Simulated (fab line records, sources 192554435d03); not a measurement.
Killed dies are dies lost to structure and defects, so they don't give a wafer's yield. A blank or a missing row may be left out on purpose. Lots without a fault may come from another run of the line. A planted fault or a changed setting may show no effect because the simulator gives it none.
Problem report in the 8D (eight disciplines) form, filled by code | flow n5_finfet | the parts of the form that need people (team, actions taken, sign-off) are left out

1. THE PROBLEM
killed_at_contacts at N5_PASSIVATION_PROBE_49 reads a mean of 112 on 2 wafers of 1 lot; wafers without a fault read 12 with a standard deviation of 6. That is +17 standard deviations from the usual mean.
First seen on wafer L151.4, day 14 23:56, on prober-02. The record holds 12 wafers of 4 lots with a number at this step. Rule for "out", or "out of limits": more than 4 standard deviations from the usual mean. The other wafers with a number count as sound.

2. WHAT IT IS AND WHAT IT IS NOT
question                    | is                                                                                                      | is not
which readings at this step | killed_at_contacts, defect_limited_yield, killed_dies, sort_bin_5_function, sort_n_pass, sort_yield_pct | killed_at_M0_to_M3, killed_at_M4_up, killed_at_front_end, killed_at_other, killed_short, sort_bin_6_memory
which lots                  | L151                                                                                                    | L148, L154, L158
which wafers of those lots  | L151.4, L151.6                                                                                          | L151.2
read on which tools         | prober-02                                                                                               | prober-01
when                        | from day 14 23:56                                                                                       | up to then (4 sound wafers); but 6 sound wafers of L154, L158 came after

3. SUSPECTS, AND WHAT RULES EACH OUT
Counting: a tool at a process step up to the reading stays a suspect if it ran every lot that is out. Sound lots after the first of them don't rule it out here, since some wafers of a struck lot are sound.
- rie_diel-04 at N5_MOL_CONTACT_COAG_ETCH_66 (etches SiARC in CF4, target depth 13 nm, time 21.7 s): kept. It ran the lot that is out, L151 (day 7 16:06).
- rie_diel-01 at N5_PASSIVATION_DESCUM_12 (chemistry O2, time 7.9 s): kept. It ran the lot that is out, L151 (day 14 17:13).
- prober-02 at N5_PASSIVATION_PROBE_49: kept. It ran the lot that is out, L151 (day 14 23:50); its last sound lot up to then is L148 (day 13 11:56). Its own readings are out on those wafers: defect_limited_yield, killed_at_contacts, killed_dies, sort_bin_5_function, sort_n_pass, sort_yield_pct.
- Within rie_diel-04 at N5_MOL_CONTACT_COAG_ETCH_66: the wafers that are out ran in chamber 0; their sound lot-mates ran in chamber 3.
Left after counting: rie_diel-04 at N5_MOL_CONTACT_COAG_ETCH_66, rie_diel-01 at N5_PASSIVATION_DESCUM_12, prober-02 at N5_PASSIVATION_PROBE_49.

4. THE CAUSE (what the simulator had put in)
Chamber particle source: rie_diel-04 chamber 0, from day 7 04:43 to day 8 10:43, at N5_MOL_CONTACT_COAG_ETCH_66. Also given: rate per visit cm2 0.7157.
Counting left 3 suspects, and this tool is among them.

5. THE CHAIN OF EFFECTS, in route order
Each row: a reading whose mean over the struck wafers that have a number lies more than 3 standard deviations from the usual. Only readings for which the record gives a usual standard deviation are gone through. hours: the time from each lot's start at the first step in this table that gives one to its start at this step, as a median over the lots. sigmas: the change in usual standard deviations.
hours | step                    | reading              | usual  | on struck wafers | change | sigmas
0     | N5_PASSIVATION_PROBE_49 | defect_limited_yield | 91.3 % | 84.5             | -6.8   | -5.2
0     | N5_PASSIVATION_PROBE_49 | killed_at_contacts   | 12     | 112              | +100   | +17
0     | N5_PASSIVATION_PROBE_49 | killed_dies          | 102    | 183              | +81    | +5.4
0     | N5_PASSIVATION_PROBE_49 | killed_on_rim        | 13     | 27               | +14    | +4.1
0     | N5_PASSIVATION_PROBE_49 | sort_bin_5_function  | 5.1 %  | 9.9              | +4.8   | +5.6
0     | N5_PASSIVATION_PROBE_49 | sort_n_pass          | 1078   | 997              | -81    | -5.4
0     | N5_PASSIVATION_PROBE_49 | sort_yield_pct       | 91.3 % | 84.5             | -6.8   | -5.2
The process steps in it:
- N5_PASSIVATION_PROBE_49

6. WHAT WOULD HAVE CAUGHT IT SOONER
In this record the first reading out of limits was taken at day 14 23:56, 187 hours after the fault began at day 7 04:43.
Of the tool readings at N5_MOL_CONTACT_COAG_ETCH_66 for which the record gives a usual standard deviation, none was out on any struck wafer, so an alarm limit of 4 standard deviations on them would not have fired.
All the lots that are out (1) had begun N5_MOL_CONTACT_COAG_ETCH_66 on rie_diel-04 by day 14 23:56. A hold on the tool at that time would have spared none of them.
